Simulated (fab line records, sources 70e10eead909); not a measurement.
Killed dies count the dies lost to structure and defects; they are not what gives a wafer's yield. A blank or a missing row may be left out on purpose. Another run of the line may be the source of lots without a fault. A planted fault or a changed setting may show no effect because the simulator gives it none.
fab line records    flow nandHarc
record lots=7  wafers=19  lastDay=33
route steps=1302 shown A_STAIRCASE@884 A_SGD_CUT@890
lots with no fault: from the same line, run without faults
startH: hours from the record's opening day to when the first of the lot's shown wafers began    waitH: how many hours have passed since the lot's step before this one    " the same as in the row above    L1.1+2: a single row standing in for several wafers    - no value present, or no start provided    * or withheld: withheld    < > ~ a bound
route shown NAME@n: a module of which the file shows steps, and the number in the route of the first    usual: the fault-free wafers' mean and standard deviation    same: alike in all rows    chamber/n: place in a boat    sites: readings site by site    _std_site: their standard deviation    _edge_site: outer sites' mean less inner sites'    radiusMm: for every site, how far away it sits from the centre of the wafer    mask NAME#n: copy n    behind: tool/chamber where the wafer was last shaped    hold: why the lot was held/for how many hours/how that ended    device: the transistor (n, p or np) that didn't switch    end of line: the tests these same wafers got at the end of their route    for a step that has no rows: nothing shown but its recipe    killed: at the first sort, the dies lost to defects and structure; wafer yield is something else    map: the dies of a wafer, with x for killed, . for not killed, _ for no die there
set.NAME: setting as actually run; set.NAME@STEP: the setting as run at that earlier step    model.NAME: the simulator's own value behind a step, which no gauge read
a table for each step, a row for each wafer; lots at some steps of the route
services: from which hour (startH, from the record's first day; less than 0 if before it) a tool's chamber was out of use, for how many hours, and why
## steps
# step NHARC_A_STAIRCASE_STRIP_475
# recipe timeS=20  o2FlowSccm=500  arFlowSccm=0  biasW=0  chemistry=O2
# usual drypumpMotorCurrentA=5.5/0.37  oesProductAu=0.998/0.011  rfVppV=57.7/0.87  showerheadPlenumPTorr=3.51/0.12  throttleValvePct=17.037/0.0088
lot.wafer  tool        chamber  startH  waitH  drypumpMotorCurrentA  oesProductAu  rfHoursCounterH  rfVppV  showerheadPlenumPTorr  throttleValvePct
L977.2     rieDiel-08  2        -       -      5.4                   1.015         24               57.3    3.49                   17.034
L977.5     "           1        "       "      5.7                   1.020         -                57.1    3.57                   17.021
L977.6     "           2        "       "      5.4                   1.017         -                58.4    3.49                   17.020
L981.4     rieDiel-08  3        -       -      5.5                   0.983         42               57.1    3.32                   17.038
L981.3     "           0        "       "      5.2                   1.003         35               57.6    3.51                   17.033
L981.2     "           1        "       "      5.7                   1.014         40               57.4    3.57                   17.050
L984.2     rieDiel-08  2        525.86  0.2    5.4                   1.006         50               57.0    3.48                   17.022
L984.6     "           3        "       "      5.5                   0.978         -                56.1    3.31                   17.044
L986.1     rieDiel-08  0        537.48  0.2    5.2                   0.996         54               56.7    3.50                   17.033
L986.2     "           3        "       "      5.5                   0.981         62               56.4    3.31                   17.039
L986.4     "           2        "       "      5.4                   0.997         -                56.4    3.48                   17.036
L988.2     rieDiel-07  0        -       -      6.2                   0.995         22               59.5    3.70                   17.045
L988.6     "           0        "       "      6.2                   0.990         -                58.3    3.70                   17.054
L996.2     rieDiel-08  1        -       -      5.7                   1.024         26               57.4    3.55                   17.029
L996.6     "           2        "       "      5.4                   1.010         -                57.5    3.46                   17.029
L996.5     "           3        "       "      5.5                   0.996         -                57.2    3.29                   17.032
L997.2     rieDiel-06  0        -       -      5.5                   0.988         44               58.3    3.68                   17.030
L997.4     "           1        "       "      5.7                   0.999         44               58.1    3.45                   17.042
L997.6     "           3        "       "      5.9                   1.002         -                57.4    3.45                   17.033
# step NHARC_A_STAIRCASE_DEP_471
# recipe targetThkA=1000  tempC=400  pressureTorr=6.5  rfW=900  teosFlowSccm=161.4  flowSccm=2650  targetThkNm=100  gas=O2  material=SiO2
# usual flowSccm=2650/7.2  heaterPowerW=550/73  throttleValvePct=16.0/0.67
lot.wafer  tool      chamber  startH  waitH  flowSccm  heaterPowerW  throttleValvePct
L977.2     pecvd-03  1        453.18  -      2641      568           16.1
L977.6     "         2        "       "      2667      613           15.9
L977.5     "         1        "       "      2636      575           16.0
L981.2     pecvd-02  1        480.46  -      2653      561           15.3
L981.3     "         2        "       "      2651      447           16.3
L981.4     "         0        "       "      2646      566           15.8
L984.2     pecvd-04  2        526.00  -      2645      671           16.5
L984.6     "         1        "       "      2640      529           14.7
L986.2     pecvd-03  0        537.58  -      2659      586           16.2
L986.1     "         2        "       "      2639      603           15.9
L986.4     "         1        "       "      2649      665           16.5
L988.2     pecvd-02  2        552.53  -      2657      426           16.4
L988.6     "         0        "       "      2656      560           16.2
L996.2     pecvd-03  1        641.81  -      2649      718           16.2
L996.6     "         1        "       "      2659      544           16.3
L996.5     "         2        "       "      2641      637           15.7
L997.2     pecvd-02  1        643.68  -      2632      468           15.4
L997.6     "         1        "       "      2648      465           15.3
L997.4     "         2        "       "      2652      430           15.7
# step NHARC_A_STAIRCASE_CMP_472
# recipe material=SiO2
# usual motorCurrentA=11.9/1.3
lot.wafer  tool    chamber  startH  waitH  motorCurrentA
L977.2     cmp-01  0        453.43  0.2    14.0
L977.6     "       3        "       "      11.1
L977.5     "       0        "       "      13.5
L981.4     cmp-03  0        480.73  0.2    12.9
L981.2     "       1        "       "      11.0
L981.3     "       2        "       "      12.5
L984.2     cmp-02  0        526.24  0.2    9.8
L984.6     "       3        "       "      12.8
L986.4     cmp-02  1        537.85  0.1    13.5
L986.1     "       2        "       "      12.1
L986.2     "       3        "       "      12.9
L988.2     cmp-03  1        552.74  0.2    10.7
L988.6     "       1        "       "      11.4
L996.2     cmp-02  1        642.16  0.3    13.3
L996.5     "       2        "       "      12.1
L996.6     "       3        "       "      13.0
L997.4     cmp-02  2        643.96  0.1    12.1
L997.2     "       1        "       "      13.3
L997.6     "       2        "       "      11.6
# step NHARC_A_STAIRCASE_SRD_474
# step NHARC_A_STAIRCASE_INSPECT_155
# usual rawDefectCount=419/120
lot.wafer  tool              chamber  startH  waitH  rawDefectCount
L977.2     defectInspect-02  -        453.74  0.1    405
L977.5     "                 -        "       "      281
L977.6     "                 -        "       "      304
L981.2     defectInspect-02  -        481.06  0.1    336
L981.3     "                 -        "       "      259
L981.4     "                 -        "       "      340
L984.2     defectInspect-01  -        526.56  0.1    350
L984.6     "                 -        "       "      370
L986.1     defectInspect-01  -        538.19  0.1    420
L986.2     "                 -        "       "      495
L986.4     "                 -        "       "      578
L988.2     defectInspect-02  -        553.08  0.1    309
L988.6     "                 -        "       "      268
L996.2     defectInspect-02  -        642.42  0.1    324
L996.5     "                 -        "       "      351
L996.6     "                 -        "       "      266
L997.2     defectInspect-02  -        644.30  0.1    390
L997.4     "                 -        "       "      391
L997.6     "                 -        "       "      671
# step NHARC_A_SGD_CUT_DEP_00
# recipe targetThkA=500  tempC=400  targetThkNm=50  flowSccm=200  rfW=450  material=SiNx
# usual heaterPowerW=733/85
lot.wafer  tool      chamber  startH  waitH  heaterPowerW
L977.2     pecvd-02  2        453.87  0.1    660
L977.6     "         0        "       "      741
L977.5     "         1        "       "      630
L981.3     pecvd-01  2        481.12  0.1    728
L981.2     "         0        "       "      864
L981.4     "         2        "       "      718
L984.2     pecvd-03  2        526.69  0.1    785
L984.6     "         1        "       "      836
L986.2     pecvd-01  2        538.28  0.1    850
L986.1     "         1        "       "      784
L986.4     "         1        "       "      801
L988.2     pecvd-02  0        553.21  0.1    666
L988.6     "         1        "       "      629
L996.2     pecvd-03  1        642.52  0.1    785
L996.6     "         0        "       "      749
L996.5     "         1        "       "      780
L997.2     pecvd-02  1        644.40  0.1    703
L997.6     "         0        "       "      634
L997.4     "         1        "       "      703
# step NHARC_A_SGD_CUT_DEHYDRATE_01
# recipe tempC=150  timeS=120
# step NHARC_A_SGD_CUT_HMDS_02
# recipe timeS=30
# step NHARC_A_SGD_CUT_COAT_56
# recipe tempC=260  timeS=75
# step NHARC_A_SGD_CUT_COAT_57
# recipe tempC=225  timeS=65
# step NHARC_A_SGD_CUT_COAT_03
# recipe spinRpm=1500  resistThkNm=90
# step NHARC_A_SGD_CUT_SOFTBAKE_04
# recipe tempC=105  timeS=55
# usual heaterPowerTotalW=188.45/0.13
lot.wafer  tool           chamber  startH  waitH  heaterPowerTotalW
L977.2     lithoTrack-06  0        454     -      188.41
L977.5     "              0        "       "      188.68
L977.6     "              0        "       "      188.38
L981.2     lithoTrack-04  0        481     -      188.32
L981.3     "              0        "       "      188.39
L981.4     "              0        "       "      188.35
L984.2     lithoTrack-06  0        526     -      244.39
L984.6     "              0        "       "      188.35
L986.1     lithoTrack-06  0        538     -      188.31
L986.2     "              0        "       "      244.38
L986.4     "              0        "       "      244.49
L988.2     lithoTrack-06  0        553     -      244.41
L988.6     "              0        "       "      188.39
L996.2     lithoTrack-01  0        642     -      188.35
L996.5     "              0        "       "      188.31
L996.6     "              0        "       "      188.58
L997.2     lithoTrack-06  0        644     -      188.32
L997.4     "              0        "       "      188.38
L997.6     "              0        "       "      188.45
# step NHARC_A_SGD_CUT_EBR_05
## services
tool           chamber  startH  hours  kind
cmp-02         -        429.65  4.0    pm
cmp-01         -        440.97  2.1    repair
pecvd-01       2        443.62  7.6    repair
pecvd-02       -        455.98  2.1    repair
cmp-03         -        456.00  4.0    pm
pecvd-01       -        492.30  13.0   pm
cmp-02         -        503.40  3.3    repair
rieDiel-08     1        507.94  34.1   repair
rieDiel-08     -        510.07  0.4    repair
pecvd-01       1        511.45  3.5    repair
cmp-02         -        523.55  1.0    repair
cmp-02         -        527.65  4.0    pm
lithoTrack-06  -        529.00  7.0    pm
pecvd-03       -        547.16  13.0   pm
rieDiel-08     -        548.92  9.0    pm
cmp-03         -        554.00  4.0    pm
rieDiel-08     -        590.30  1.9    repair
pecvd-02       -        591.61  13.0   pm
pecvd-01       -        592.65  5.9    repair
rieDiel-08     1        597.98  6.9    repair
pecvd-01       1        625.14  10.8   repair
cmp-02         -        625.76  4.0    pm
pecvd-02       2        634.22  9.0    repair
cmp-03         -        634.39  73.5   repair
## key
firstSign step=NHARC_A_SGD_CUT_SOFTBAKE_04  reading=heaterPowerTotalW  direction=up  sigmas=99+  usual=*  struck=*
effect none on later readings
metAt NHARC_A_SGD_CUT_SOFTBAKE_04
struckWafers L984.2,L986.2,L986.4,L988.2
testerLeftOut L984,L986,L988
onsetBetween 454 526
fault kind=processParameterDrift  tool=lithoTrack-06  chamber=-  onsetH=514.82  steps=NHARC_A_SGD_CUT_SOFTBAKE_04  channel=timeS  offset=*  shape=step  endH=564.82  scope=struckWafersOnly  actsIn=*  stated=*
# testerLeftOut: of these lots the tester's yield and bins aren't shown, on N5 and GAA mostly nor the transistor test; their killed dies are dies lost to structure and defects alone, not to doping, threshold or leakage, so they don't give the yield
